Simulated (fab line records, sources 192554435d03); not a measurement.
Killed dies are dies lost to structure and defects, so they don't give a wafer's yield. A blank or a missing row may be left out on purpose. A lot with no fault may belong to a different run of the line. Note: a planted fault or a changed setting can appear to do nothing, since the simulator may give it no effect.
fab line records -- flow n5Finfet
record lots=6, wafers=18, lastDay=17
route steps=1938 shown BEOL_M12@1653 BEOL_M13@1659
lots that met no fault: taken from a fault-free run of the same line
startH: start of the lot's first displayed wafer, in hours after the record's first day -- waitH: hours elapsed since this lot's preceding step -- " as in the row above -- L1.1+2: a single row standing in for several wafers -- - no value, or no start was given -- * or withheld: withheld -- < > ~ a bound
route shown NAME@n: NAME is a module with steps in the file, n the number in the route of the first one -- usual: mean and standard deviation over wafers with no fault -- same: alike in all rows -- chamber/n: place in a boat -- sites: each site's reading -- _std_site: the standard deviation of these -- _edge_site: outer sites' mean less inner sites' -- radiusMm: how far each site lies from the wafer's centre -- mask NAME#n: copy n -- behind: the last tool/chamber to shape the wafer -- hold: what put the lot on hold/how long, in hours/how the hold closed -- device: names the non-switching transistor (n, p or np) -- end of line: tests of these same wafers at the route's end -- for a step that has no rows: nothing shown but its recipe -- killed: count of dies lost to structure and defects at first sort (not the wafer's yield) -- map: a wafer's dies, marking killed ones x, the rest . and places with no die _
set.NAME: the setting the step ran with; set.NAME@STEP: the setting that earlier step ran with -- model.NAME: the simulator's own value behind a step, which no gauge read
certain route steps with their lots: each step a table, each wafer a row
services: a tool's chamber out of use, with start hour (startH, from the record's first day; less than 0 if before it), hours out, and reason
## steps
# step N5_BEOL_M12_CMP_49
# recipe stopOn=SiOC, tOverpolishS=20.6, downForcePsi=1, platenRpm=50, clearingPlatenDownForcePsi=1.5, clearingPlatenRpm=50, postCmpClean=cuAlkaline, targetThkNm=320, clearingPlatenPadVelocityMS=0.99484, padVelocityMS=0.99484
# usual barrierFieldEndpointS=30.6/0.82, motorCurrentA=6.3/0.56, overpolishRunS=20.601/0.0092, platenRpm=50.00/0.034
lot.wafer,tool,chamber,startH,waitH,barrierFieldEndpointS,motorCurrentA,overpolishRunS,platenRpm
L549.1,cmp-02,1,257.21,0.5,30.5,6.0,20.602,49.98
L549.2,cmp-02,2,257.21,0.5,29.9,6.1,20.599,49.94
L549.3,cmp-02,0,257.21,0.5,29.5,6.1,20.604,50.03
L557.1,cmp-01,0,307.36,0.3,30.3,7.4,20.601,49.96
L557.4,cmp-01,3,307.36,0.3,30.7,6.1,20.594,50.05
L557.6,cmp-01,1,307.36,0.3,31.7,5.8,20.601,50.06
L558.4,cmp-03,1,307.99,0.1,31.5,6.0,20.613,49.97
L558.2,cmp-03,2,307.99,0.1,29.9,5.2,20.594,50.02
L558.3,cmp-03,0,307.99,0.1,30.1,5.6,20.605,50.02
L566.1,cmp-03,0,361.59,0.3,30.1,6.0,20.602,49.98
L566.2,cmp-03,2,361.59,0.3,29.4,5.1,20.605,50.01
L566.4,cmp-03,3,361.59,0.3,30.2,6.4,20.586,49.97
L568.2,cmp-01,2,364.48,0.3,30.9,5.9,20.598,50.01
L568.3,cmp-01,3,364.48,0.3,31.7,6.1,20.611,49.97
L568.6,cmp-01,0,364.48,0.3,30.7,7.4,20.607,50.03
L570.1,cmp-01,1,376.19,0.3,30.9,6.1,20.607,49.95
L570.4,cmp-01,3,376.19,0.3,30.7,6.1,20.607,50.02
L570.6,cmp-01,1,376.19,0.3,31.6,5.9,20.602,49.96
# step N5_BEOL_M12_THK_MEAS_50
# recipe thkMeasGauge=xrf, reads=Cu_of_BEOL_M12_ECD_47
# usual M12_THK=317/5.8
lot.wafer,tool,chamber,startH,waitH,M12_THK[nm]
L549.1,filmMetro-02,-,257.50,-,314
L549.2,filmMetro-02,-,257.50,-,320
L549.3,filmMetro-02,-,257.50,-,321
L557.1,filmMetro-01,-,307.66,-,315
L557.4,filmMetro-01,-,307.66,-,315
L557.6,filmMetro-01,-,307.66,-,325
L558.2,filmMetro-02,-,308.29,-,311
L558.3,filmMetro-02,-,308.29,-,319
L558.4,filmMetro-02,-,308.29,-,315
L566.1,filmMetro-02,-,361.88,-,320
L566.2,filmMetro-02,-,361.88,-,318
L566.4,filmMetro-02,-,361.88,-,309
L568.2,filmMetro-02,-,364.70,-,315
L568.3,filmMetro-02,-,364.70,-,315
L568.6,filmMetro-02,-,364.70,-,314
L570.1,filmMetro-02,-,376.45,-,317
L570.4,filmMetro-02,-,376.45,-,315
L570.6,filmMetro-02,-,376.45,-,319
# step N5_BEOL_M12_PRE_CLEAN_52
# recipe gas=NH3, timeS=15, tempC=withheld, rfPowerW=300
# step N5_BEOL_M12_DEP_53
# recipe material=SiCN, targetThkA=300, tempC=withheld, precursor=3MS/NH3, pressureTorr=3, rfW=675, timeS=10.5
# usual showerheadPlenumPTorr=4.162/0.01, throttleValvePct=17.9/0.44
lot.wafer,tool,chamber,startH,waitH,showerheadPlenumPTorr,throttleValvePct
L549.1,pecvd-02,0,257.57,0.0,4.165,17.4
L549.2,pecvd-02,2,257.57,0.0,4.143,17.3
L549.3,pecvd-02,1,257.57,0.0,4.152,18.4
L557.1,pecvd-03,2,307.72,0.0,4.145,17.4
L557.4,pecvd-03,1,307.72,0.0,4.179,18.5
L557.6,pecvd-03,2,307.72,0.0,4.145,17.5
L558.2,pecvd-03,0,308.35,0.0,4.157,17.6
L558.3,pecvd-03,2,308.35,0.0,4.160,17.5
L558.4,pecvd-03,2,308.35,0.0,4.149,17.3
L566.1,pecvd-02,1,361.94,0.0,4.148,18.5
L566.2,pecvd-02,2,361.94,0.0,4.166,17.2
L566.4,pecvd-02,1,361.94,0.0,4.153,18.7
L568.2,pecvd-03,2,364.77,0.0,4.138,17.7
L568.3,pecvd-03,1,364.77,0.0,4.172,18.3
L568.6,pecvd-03,0,364.77,0.0,4.167,17.6
L570.1,pecvd-02,0,376.53,0.0,4.154,17.5
L570.4,pecvd-02,2,376.53,0.0,4.167,17.3
L570.6,pecvd-02,0,376.53,0.0,4.165,17.3
# step N5_BEOL_M12_RS_MEAS_54
# recipe thkMeasGauge=four-point-probe, reads=Cu_of_BEOL_M12_ECD_47+Ta_of_BEOL_M12_SPUTTER_44+TaN_of_BEOL_M12_SPUTTER_43
# usual M12_RS=0.0604/0.0011
lot.wafer,tool,chamber,startH,waitH,M12_RS[ohm/sq]
L549.1,filmMetro-02,-,257.63,0.0,0.0617
L549.2,filmMetro-02,-,257.63,0.0,0.0603
L549.3,filmMetro-02,-,257.63,0.0,0.0600
L557.1,filmMetro-02,-,307.78,0.0,0.0607
L557.4,filmMetro-02,-,307.78,0.0,0.0605
L557.6,filmMetro-02,-,307.78,0.0,0.0587
L558.2,filmMetro-01,-,308.41,0.0,0.0617
L558.3,filmMetro-01,-,308.41,0.0,0.0601
L558.4,filmMetro-01,-,308.41,0.0,0.0609
L566.1,filmMetro-01,-,362.01,0.0,0.0598
L566.2,filmMetro-01,-,362.01,0.0,0.0602
L566.4,filmMetro-01,-,362.01,0.0,0.0619
L568.2,filmMetro-01,-,364.83,0.0,0.0609
L568.3,filmMetro-01,-,364.83,0.0,0.0609
L568.6,filmMetro-01,-,364.83,0.0,0.0609
L570.1,filmMetro-02,-,376.60,0.1,0.0606
L570.4,filmMetro-02,-,376.60,0.1,0.0608
L570.6,filmMetro-02,-,376.60,0.1,0.0602
# step N5_BEOL_M12_INSPECT_55
# recipe inspectInstrument=darkfield, mode=postDep
# usual rawDefectCount=63/18
lot.wafer,tool,chamber,startH,waitH,rawDefectCount
L549.1,defectInspect-02,-,257.65,0.0,88
L549.2,defectInspect-02,-,257.65,0.0,79
L549.3,defectInspect-02,-,257.65,0.0,83
L557.1,defectInspect-01,-,307.81,0.0,86
L557.4,defectInspect-01,-,307.81,0.0,64
L557.6,defectInspect-01,-,307.81,0.0,68
L558.2,defectInspect-01,-,308.44,0.0,34
L558.3,defectInspect-01,-,308.44,0.0,37
L558.4,defectInspect-01,-,308.44,0.0,54
L566.1,defectInspect-02,-,362.03,0.0,40
L566.2,defectInspect-02,-,362.03,0.0,70
L566.4,defectInspect-02,-,362.03,0.0,68
L568.2,defectInspect-01,-,364.85,0.0,72
L568.3,defectInspect-01,-,364.85,0.0,62
L568.6,defectInspect-01,-,364.85,0.0,74
L570.1,defectInspect-01,-,376.63,0.0,54
L570.4,defectInspect-01,-,376.63,0.0,37
L570.6,defectInspect-01,-,376.63,0.0,48
# step N5_BEOL_M13_ILD_DEP_00
# recipe material=SiOC, targetThkA=8379.2, tempC=350, precursor=DEMS/O2, pressureTorr=5, rfW=500, timeS=166.4
# usual heaterPowerW=473/64, showerheadPlenumPTorr=5.698/0.019, susceptorTempC=350.02/0.19, throttleValvePct=12.2/0.57
lot.wafer,tool,chamber,startH,waitH,heaterPowerW,showerheadPlenumPTorr,susceptorTempC,throttleValvePct
L549.1,pecvd-04,0,257.69,0.0,456,5.715,349.76,12.3
L549.2,pecvd-04,1,257.69,0.0,405,5.669,350.07,13.3
L549.3,pecvd-04,2,257.69,0.0,541,5.708,350.20,11.9
L557.1,pecvd-04,2,307.85,0.0,516,5.714,349.78,12.3
L557.4,pecvd-04,1,307.85,0.0,500,5.666,350.51,13.0
L557.6,pecvd-04,2,307.85,0.0,528,5.730,349.82,12.0
L558.2,pecvd-02,1,308.47,0.0,402,5.663,350.07,12.5
L558.3,pecvd-02,2,308.47,0.0,457,5.695,349.90,11.3
L558.4,pecvd-02,1,308.47,0.0,322,5.699,349.89,12.4
L566.1,pecvd-03,1,362.07,0.0,526,5.704,350.19,12.1
L566.2,pecvd-03,0,362.07,0.0,513,5.714,350.22,11.8
L566.4,pecvd-03,0,362.07,0.0,526,5.718,350.08,12.0
L568.2,pecvd-04,2,364.89,0.0,461,5.727,350.38,12.0
L568.3,pecvd-04,0,364.89,0.0,451,5.719,349.82,12.4
L568.6,pecvd-04,1,364.89,0.0,380,5.666,350.17,13.0
L570.1,pecvd-03,2,376.67,0.0,451,5.700,349.88,12.0
L570.4,pecvd-03,0,376.67,0.0,447,5.705,350.04,12.0
L570.6,pecvd-03,0,376.67,0.0,483,5.703,349.78,12.3
# step N5_BEOL_M13_THK_MEAS_01
# recipe reads=SiOC_of_BEOL_M13_ILD_DEP_00
# usual M13_ILD_THK=838/12
lot.wafer,tool,chamber,startH,waitH,M13_ILD_THK[nm]
L549.1,filmMetro-02,-,257.84,0.1,822
L549.2,filmMetro-02,-,257.84,0.1,832
L549.3,filmMetro-02,-,257.84,0.1,821
L557.1,filmMetro-01,-,308.00,0.1,838
L557.4,filmMetro-01,-,308.00,0.1,858
L557.6,filmMetro-01,-,308.00,0.1,840
L558.2,filmMetro-01,-,308.62,0.1,834
L558.3,filmMetro-01,-,308.62,0.1,850
L558.4,filmMetro-01,-,308.62,0.1,856
L566.1,filmMetro-02,-,362.22,0.1,831
L566.2,filmMetro-02,-,362.22,0.1,845
L566.4,filmMetro-02,-,362.22,0.1,855
L568.2,filmMetro-02,-,365.04,0.1,817
L568.3,filmMetro-02,-,365.04,0.1,813
L568.6,filmMetro-02,-,365.04,0.1,841
L570.1,filmMetro-01,-,376.88,0.2,826
L570.4,filmMetro-01,-,376.88,0.2,851
L570.6,filmMetro-01,-,376.88,0.2,856
# step N5_BEOL_M13_COAT_58
# recipe resist=BARC, tempC=205, timeS=60, spinRpm=1500, resistThkNm=89
# step N5_BEOL_M13_COAT_04
# recipe spinRpm=1625, resistThkNm=400
# step N5_BEOL_M13_EBR_06
# recipe solvent=PGMEA, ebrWidthMm=1.5
# step N5_BEOL_M13_SOFTBAKE_05
# recipe tempC=130, timeS=60
# step N5_BEOL_M13_EXPOSE_07
# recipe maskId=V12, na=0.93, sourceShape=conventional, sigmaOuter=0.6, polarization=unpolarized, attpsmPhaseDeg=180, doseMj=24.8
# usual exposureDoseMJCm2=24.785/0.026, focusOffsetNm=0.2/0.57, sigmaOuter=0.6/0
lot.wafer,tool,chamber,startH,waitH,mask,exposureDoseMJCm2,focusOffsetNm,sigmaOuter
L549.1,krfScanner-01,0,258.10,-,V12#0,24.742,-0.8,0.6
L549.2,krfScanner-01,0,258.10,-,V12#0,24.775,-0.5,0.6
L549.3,krfScanner-01,0,258.10,-,V12#0,24.749,-0.8,0.6
L557.1,krfScanner-02,-,308.13,-,V12#0,-,-,-
L557.4,krfScanner-02,-,308.13,-,V12#0,-,-,-
L557.6,krfScanner-02,-,308.13,-,V12#0,-,-,-
L558.2,krfScanner-02,-,308.76,-,V12#0,-,-,-
L558.3,krfScanner-02,-,308.76,-,V12#0,-,-,-
L558.4,krfScanner-02,-,308.76,-,V12#0,-,-,-
L566.1,krfScanner-02,0,362.35,-,V12#0,24.803,0.4,0.6
L566.2,krfScanner-02,0,362.35,-,V12#0,24.787,0.5,0.6
L566.4,krfScanner-02,0,362.35,-,V12#0,24.792,0.3,0.6
L568.2,krfScanner-01,0,365.30,-,V12#0,24.808,0.6,0.6
L568.3,krfScanner-01,0,365.30,-,V12#0,24.782,-0.1,0.6
L568.6,krfScanner-01,0,365.30,-,V12#0,24.758,1.3,0.6
L570.1,krfScanner-01,0,377.01,-,V12#0,24.822,0.2,0.6
L570.4,krfScanner-01,0,377.01,-,V12#0,24.781,-0.1,0.6
L570.6,krfScanner-01,0,377.01,-,V12#0,24.820,-0.1,0.6
# step N5_BEOL_M13_PEB_08
# recipe pebTempC=130, pebTimeS=90
## services
tool,chamber,startH,hours,kind
pecvd-02,0,235.04,5.5,scheduledDown
cmp-01,-,235.26,-,consumableReplace:conditioner
cmp-01,-,258.05,0.7,repair
pecvd-03,-,262.15,0.7,repair
krfScanner-01,-,269.52,4.0,pm
cmp-01,-,274.28,3.0,repair
krfScanner-02,-,278.90,1.0,pm
cmp-03,-,287.33,5.4,pm
cmp-02,-,287.83,1.1,repair
krfScanner-01,-,290.03,0.8,pm
cmp-02,-,297.46,1.7,repair
krfScanner-01,-,302.46,1.0,pm
cmp-02,-,304.38,24.4,pm
krfScanner-01,-,318.54,1.3,pm
krfScanner-02,-,326.00,0.4,repair
pecvd-02,1,329.19,4.8,repair
cmp-02,-,342.36,1.7,repair
krfScanner-02,-,357.11,0.8,pm
krfScanner-01,-,361.03,2.7,repair
krfScanner-02,-,369.20,1.0,repair
krfScanner-01,-,372.22,0.6,repair
pecvd-02,1,373.23,14.0,repair
pecvd-03,1,375.40,5.5,scheduledDown
krfScanner-02,-,376.13,1.3,pm
## key
firstSign step=N5_BEOL_M13_EXPOSE_07, reading=toolRecord, direction=missing
effect none on later readings
metAt N5_BEOL_M13_EXPOSE_07
struckWafers L557.1,L557.4,L557.6,L558.2,L558.3,L558.4
laterRowsLeftOut L557.1,L557.4,L557.6,L558.2,L558.3,L558.4
sortLeftOut L557.1,L557.4,L557.6,L558.2,L558.3,L558.4
fault kind=skippedStepWhole, tool=krfScanner-02, chamber=-, onsetH=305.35, steps=N5_BEOL_M13_EXPOSE_07, scope=struckLotsOnly
# sortLeftOut: the simulated sort isn't trusted on such a fault, so these wafers' sort isn't shown, and their yield isn't known
# laterRowsLeftOut: the simulator's readings of these wafers behind a module that went badly wrong aren't trusted and aren't shown, but for the sort
